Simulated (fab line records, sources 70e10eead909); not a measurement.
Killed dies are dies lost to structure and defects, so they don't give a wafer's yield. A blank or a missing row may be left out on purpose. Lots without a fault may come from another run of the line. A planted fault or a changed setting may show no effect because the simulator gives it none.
Which tool did it? | flow nand_harc | 6 lots, 18 wafers sampled, at 5 steps of a route of 1159

WHAT THE GAUGES READ, wafer by wafer
NHARC_P_M2_THK_MEAS_24: measures by xrf.
lot  | measured     | on            | thk_nm (nm)
L586 | day 6 23:50  | film_metro-01 | 146.1 143.5 144.4
L588 | day 7 05:14  | film_metro-01 | 142.3 145.1 144.3
L590 | day 7 18:24  | film_metro-02 | 145.4 144.5 144.0
L592 | day 8 03:21  | film_metro-01 | 142.8 144.4 146.1
L599 | day 10 02:22 | film_metro-02 | 144.5 143.0 142.0
L607 | day 11 20:10 | film_metro-01 | 142.5 144.7 145.0

WHICH TOOL RAN EACH LOT (tool, then ch and the chambers of the sampled wafers, then the start)
lot  | NHARC_P_M1_PVD_21                       | NHARC_P_M2_PRE_CLEAN_30                 | NHARC_P_M2_PVD_21                       | NHARC_P_M2_CMP_23
L586 | pvd_sputter-03, day 6 23:31 or earlier  | pvd_sputter-02, day 6 23:31 or earlier  | pvd_sputter-02, day 6 23:31 or earlier  | cmp-04 ch 0,1,3, day 6 23:31
L588 | pvd_sputter-02, day 7 04:57 or earlier  | pvd_sputter-03, day 7 04:57 or earlier  | pvd_sputter-03, day 7 04:57 or earlier  | cmp-04 ch 0,2,3, day 7 04:57
L590 | pvd_sputter-03, day 7 18:05 or earlier  | pvd_sputter-02, day 7 18:05 or earlier  | pvd_sputter-02, day 7 18:05 or earlier  | cmp-01 ch 2,3, day 7 18:05
L592 | pvd_sputter-02, day 8 03:02 or earlier  | pvd_sputter-03, day 8 03:02 or earlier  | pvd_sputter-03, day 8 03:02 or earlier  | cmp-01 ch 1,2,3, day 8 03:02
L599 | pvd_sputter-01, day 10 02:06 or earlier | pvd_sputter-01, day 10 02:06 or earlier | pvd_sputter-01, day 10 02:06 or earlier | cmp-02 ch 1,2,3, day 10 02:06
L607 | pvd_sputter-02, day 11 19:52 or earlier | pvd_sputter-03, day 11 19:52 or earlier | pvd_sputter-03, day 11 19:52 or earlier | cmp-02 ch 0,1,3, day 11 19:52
- NHARC_P_M1_PVD_21: deposits Cu, target thk 30 nm, time 20.49 s.
- NHARC_P_M2_PRE_CLEAN_30: time 30 s.
- NHARC_P_M2_PVD_21: deposits Cu, target thk 30 nm, time 20.49 s.
- NHARC_P_M2_CMP_23: polishes, t overpolish 20 s, target thk 144.3 nm.

THE ANSWER, worked out from the rows above alone
Rule: what is usual is taken from the lots themselves. Put in order of their means at a reading, lots are off if they are a third of the lots or fewer, leave a main group of 4 or more, and stand apart from it by a gap of 3 or more times the standard deviation of the main group's means; of several such gaps the widest counts. A main group whose means are all the same, to the digits that the tables above print for the reading, isn't used. A lot without any number at a reading at which 4 lots or more have one is off too. The other lots that the step has rows for count as sound.
No lot is off at any reading shown: from this, nothing can be told.

WHAT THE SIMULATOR HAD PUT IN
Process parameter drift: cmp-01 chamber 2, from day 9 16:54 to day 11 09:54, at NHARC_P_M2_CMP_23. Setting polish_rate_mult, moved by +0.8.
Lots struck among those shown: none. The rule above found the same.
